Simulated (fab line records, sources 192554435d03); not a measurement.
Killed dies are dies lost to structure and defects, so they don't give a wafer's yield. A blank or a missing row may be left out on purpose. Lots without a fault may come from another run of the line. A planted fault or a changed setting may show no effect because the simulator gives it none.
Chamber matching | flow n5_finfet | N5_BEOL_M10_ILD_DEP_00 on pecvd-01: 3 sister chambers
The step deposits SiCOH lowk from DEMS/porogen, target thk 308.51 nm, time 58 s. 18 wafers are shown with their chamber, then 9 later ones without.

WAFERS WITH THEIR CHAMBER
wafer  | chamber | throttle_valve_pct (%) | heater_power_w (W) | showerhead_plenum_p_Torr (Torr)
L080.1 | 0       | 15.1                   | 384                | 5.750
L080.3 | 2       | 13.4                   | 305                | 5.741
L080.5 | 2       | 13.4                   | 316                | 5.752
L082.1 | 1       | 14.1                   | 364                | 5.740
L082.2 | 0       | 14.6                   | 370                | 5.738
L082.3 | 2       | 13.3                   | 254                | 5.752
L086.1 | 1       | 14.3                   | 396                | 5.747
L086.3 | 0       | 14.9                   | 372                | 5.761
L086.4 | 0       | 14.7                   | 393                | 5.757
L087.1 | 0       | 14.8                   | 390                | 5.748
L087.3 | 2       | 13.1                   | 282                | 5.745
L087.6 | 2       | 13.4                   | 286                | 5.750
L089.4 | 1       | 14.2                   | 343                | 5.744
L089.5 | 1       | 14.0                   | 351                | 5.742
L089.6 | 2       | 13.4                   | 290                | 5.771
L093.2 | 2       | 13.5                   | 322                | 5.741
L093.4 | 1       | 14.5                   | 404                | 5.738
L093.5 | 2       | 13.4                   | 319                | 5.740

SIGNATURES (means of the wafers above)
reading                  | chamber 0 | chamber 1 | chamber 2 | scatter within a chamber
throttle_valve_pct       | 14.820    | 14.220    | 13.363    | 0.162
heater_power_w           | 381.80    | 371.60    | 296.75    | 21.8
showerhead_plenum_p_Torr | 5.75080   | 5.74220   | 5.74900   | 0.00853
Rule: a wafer's distance from a chamber is the root of the sum, over the readings, of the square of ((its reading less the chamber's mean) divided by the reading's scatter). The wafer belongs to the nearest chamber; if the next one is less than 2 further off, it can't be placed. The scatter: the root of (the sum of the squares of (reading less its chamber's mean) over the shown wafers, divided by (wafers less chambers)).

WAFERS WITHOUT THEIR CHAMBER
wafer  | throttle_valve_pct (%) | heater_power_w (W) | showerhead_plenum_p_Torr (Torr)
L092.2 | 13.6                   | 278                | 5.753
L092.5 | 14.2                   | 377                | 5.739
L092.6 | 14.8                   | 334                | 5.749
L095.1 | 15.0                   | 370                | 5.735
L095.3 | 14.0                   | 343                | 5.743
L095.4 | 13.5                   | 310                | 5.745
L096.1 | 14.9                   | 367                | 5.747
L096.3 | 14.4                   | 364                | 5.736
L096.4 | 15.1                   | 383                | 5.746

WHICH CHAMBER EACH WENT THROUGH
wafer  | from the rows above     | in truth
L092.2 | 2                       | 2
L092.5 | 1                       | 1
L092.6 | can't be placed: 0 or 1 | 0
L095.1 | 0                       | 0
L095.3 | 1                       | 1
L095.4 | 2                       | 2
L096.1 | 0                       | 0
L096.3 | can't be placed: 1 or 0 | 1
L096.4 | 0                       | 0
Placed correctly: 7 of 9. Can't be placed from these rows: 2 (the true chamber is among the candidates in 2). Placed wrongly: 0.
